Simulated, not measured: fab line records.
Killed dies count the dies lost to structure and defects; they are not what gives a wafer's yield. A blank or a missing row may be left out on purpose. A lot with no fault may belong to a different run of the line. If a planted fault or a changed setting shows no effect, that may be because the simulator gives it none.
Chamber matching | flow n5_finfet | N5_BEOL_M5_ETCH_62 on rie_diel-04: 4 sister chambers
The step etches SOC in N2/H2, target depth 75 nm, overetch 15 nm, time 112.5 s. 4 wafers are shown with their chamber, then 11 later ones without.

== WAFERS PAIRED WITH THEIR CHAMBERS ==
wafer  | chamber | drypump_motor_current_A (A)
L086.2 | 3       | 6.4
L085.4 | 0       | 5.2
L085.6 | 1       | 5.7
L088.1 | 2       | 4.8

== WAFERS WITH NO CHAMBER GIVEN ==
wafer  | drypump_motor_current_A (A)
L088.3 | 5.7
L088.5 | 6.4
L090.1 | 5.3
L090.2 | 4.8
L090.6 | 5.7
L091.2 | 5.7
L091.3 | 5.3
L091.4 | 5.3
L097.1 | 5.7
L097.4 | 4.7
L097.5 | 6.4

== CHAMBER TAKEN BY EACH ==
wafer  | from the rows above | in truth
L088.3 | 1                   | 1
L088.5 | 3                   | 3
L090.1 | 0                   | 0
L090.2 | 2                   | 2
L090.6 | 1                   | 1
L091.2 | 1                   | 1
L091.3 | 0                   | 0
L091.4 | 0                   | 0
L097.1 | 1                   | 1
L097.4 | 2                   | 2
L097.5 | 3                   | 3
Placed correctly: 11 of 11. From these rows, 0 cannot be placed. Number placed wrongly: 0.
How it was worked out, from the rows above alone: a wafer's distance from a chamber is the root of the sum, over the readings, of the square of ((its reading less the chamber's mean) divided by the reading's scatter). The wafer belongs to the nearest chamber; if the next one is less than 2 further off, it can't be placed. Each chamber's mean is taken over the wafers shown for it. The scatter: with one shown wafer a chamber, the root of the mean of the squares of how far each hidden wafer lies from its nearest shown one.
